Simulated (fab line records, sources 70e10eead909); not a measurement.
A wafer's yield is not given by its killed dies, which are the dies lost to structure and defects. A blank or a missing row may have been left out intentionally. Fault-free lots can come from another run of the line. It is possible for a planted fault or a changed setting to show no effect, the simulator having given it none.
Matching of chambers || flow nand harc || 7 sister chambers for NHARC_A_M1_STRIP_19 on wet bench-10
The step strips in post etch residue remover, time 600 s. 14 wafers are shown with their chamber, then 5 later ones without.

## WAFERS WITH THEIR CHAMBER
{"wafer": "L160.2", "chamber": 6, "bath heat duty pct (%)": 9.7, "run length s (s)": 601.4}
{"wafer": "L160.5", "chamber": 1, "bath heat duty pct (%)": 13.4, "run length s (s)": 602.7}
{"wafer": "L160.6", "chamber": 0, "bath heat duty pct (%)": 11.2, "run length s (s)": 603.4}
{"wafer": "L168.1", "chamber": 6, "bath heat duty pct (%)": 9.8, "run length s (s)": 601.6}
{"wafer": "L168.4", "chamber": 7, "bath heat duty pct (%)": 13.9, "run length s (s)": 602.0}
{"wafer": "L168.6", "chamber": 5, "bath heat duty pct (%)": 14.2, "run length s (s)": 603.3}
{"wafer": "L167.2", "chamber": 5, "bath heat duty pct (%)": 14.3, "run length s (s)": 602.5}
{"wafer": "L167.3", "chamber": 0, "bath heat duty pct (%)": 10.1, "run length s (s)": 604.8}
{"wafer": "L167.5", "chamber": 7, "bath heat duty pct (%)": 14.0, "run length s (s)": 601.0}
{"wafer": "L170.1", "chamber": 6, "bath heat duty pct (%)": 9.6, "run length s (s)": 601.8}
{"wafer": "L170.3", "chamber": 5, "bath heat duty pct (%)": 13.4, "run length s (s)": 603.0}
{"wafer": "L170.5", "chamber": 3, "bath heat duty pct (%)": 13.9, "run length s (s)": 604.2}
{"wafer": "L169.1", "chamber": 5, "bath heat duty pct (%)": 13.9, "run length s (s)": 602.8}
{"wafer": "L169.5", "chamber": 4, "bath heat duty pct (%)": 12.5, "run length s (s)": 603.6}

SIGNATURES, as means of the wafers listed above
{"reading": "bath heat duty pct", "chamber 0": 10.650, "chamber 1": 13.400, "chamber 3": 13.900, "chamber 4": 12.500, "chamber 5": 13.950, "chamber 6": 9.700, "chamber 7": 13.950, "scatter within a chamber": 0.4}
{"reading": "run length s", "chamber 0": 604.100, "chamber 1": 602.700, "chamber 3": 604.200, "chamber 4": 603.600, "chamber 5": 602.900, "chamber 6": 601.600, "chamber 7": 601.500, "scatter within a chamber": 0.521}
Rule: for a wafer and a chamber, the distance is found by dividing, reading by reading, the gap between the wafer's reading and the chamber's mean by the reading's scatter, squaring, summing and taking the root. If the next closest chamber is less than 2 further off than the closest, the wafer can't be placed; otherwise it belongs to the closest. The scatter: the root of (the sum of the squares of (reading less its chamber's mean) over the shown wafers, divided by (wafers less chambers)).

## WAFERS WHOSE CHAMBER IS MISSING
{"wafer": "L169.6", "bath heat duty pct (%)": 9.4, "run length s (s)": 601.9}
{"wafer": "L174.2", "bath heat duty pct (%)": 10.5, "run length s (s)": 603.3}
{"wafer": "L174.5", "bath heat duty pct (%)": 14.0, "run length s (s)": 602.8}
{"wafer": "L181.2", "bath heat duty pct (%)": 13.3, "run length s (s)": 603.1}
{"wafer": "L181.3", "bath heat duty pct (%)": 13.0, "run length s (s)": 601.3}

## WHICH CHAMBER EACH WENT THROUGH
{"wafer": "L169.6", "from the rows above": 6, "in truth": 6}
{"wafer": "L174.2", "from the rows above": 0, "in truth": 0}
{"wafer": "L174.5", "from the rows above": "can't be placed: 5 or 1", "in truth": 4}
{"wafer": "L181.2", "from the rows above": "can't be placed: 1 or 5 or 4 or 3", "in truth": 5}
{"wafer": "L181.3", "from the rows above": "can't be placed: 7 or 1 or 5", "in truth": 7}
Correctly placed: 2 of 5. Cannot be placed on the basis of these rows: 3; the candidates contain the true chamber in 2. Wrongly placed: 0.
